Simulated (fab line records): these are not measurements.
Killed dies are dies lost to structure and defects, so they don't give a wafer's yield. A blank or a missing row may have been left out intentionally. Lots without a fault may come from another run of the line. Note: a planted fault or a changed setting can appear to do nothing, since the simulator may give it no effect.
Matching of chambers + flow n5 finfet + 3 sister chambers for N5_BEOL_M5_CURE_79 on uv cure-01
The step cures SiCOH lowk, time 240 s. 6 wafers are shown with their chamber, then 7 later ones without.

WAFERS WITH THEIR CHAMBER
| wafer  | chamber | wafer_temp_C_max | lamp power pct (%) |
|--------|---------|------------------|--------------------|
| L078.4 | 0       | 387.0            | 52.40              |
| L078.6 | 0       | 387.0            | 52.26              |
| L083.4 | 1       | 386.4            | 52.33              |
| L083.5 | 1       | 386.5            | 52.34              |
| L090.1 | 2       | 387.3            | 52.32              |
| L090.2 | 2       | 386.9            | 52.10              |

WAFERS WITH NO CHAMBER GIVEN
| wafer  | wafer_temp_C_max | lamp power pct (%) |
|--------|------------------|--------------------|
| L090.6 | 387.6            | 52.38              |
| L094.1 | 386.0            | 52.33              |
| L094.5 | 386.0            | 52.32              |
| L094.6 | 386.0            | 52.27              |
| L097.1 | 387.7            | 52.37              |
| L097.3 | 387.4            | 52.41              |
| L097.5 | 387.6            | 52.37              |

THE CHAMBER EACH PASSED THROUGH
| wafer  | from the rows above     | in truth |
|--------|-------------------------|----------|
| L090.6 | can't be placed: 2 or 0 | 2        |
| L094.1 | 1                       | 1        |
| L094.5 | 1                       | 1        |
| L094.6 | 1                       | 1        |
| L097.1 | can't be placed: 2 or 0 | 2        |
| L097.3 | can't be placed: 0 or 2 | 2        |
| L097.5 | can't be placed: 2 or 0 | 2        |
Correctly placed: 3 of 7. From these rows, 4 cannot be placed; in 4 the true chamber is one of the candidates. Wrongly placed: 0.
How it was worked out, from the rows above alone: a wafer's distance from a chamber is the root of the sum, over the readings, of the square of ((its reading less the chamber's mean) divided by the reading's scatter). If the next closest chamber is less than 2 further off than the closest, the wafer can't be placed; otherwise it belongs to the closest. For every chamber, the mean is computed from those of its wafers that are shown. The scatter is the square root of a quotient: the sum, over the shown wafers, of each reading's squared deviation from its chamber's mean, divided by wafers minus chambers.
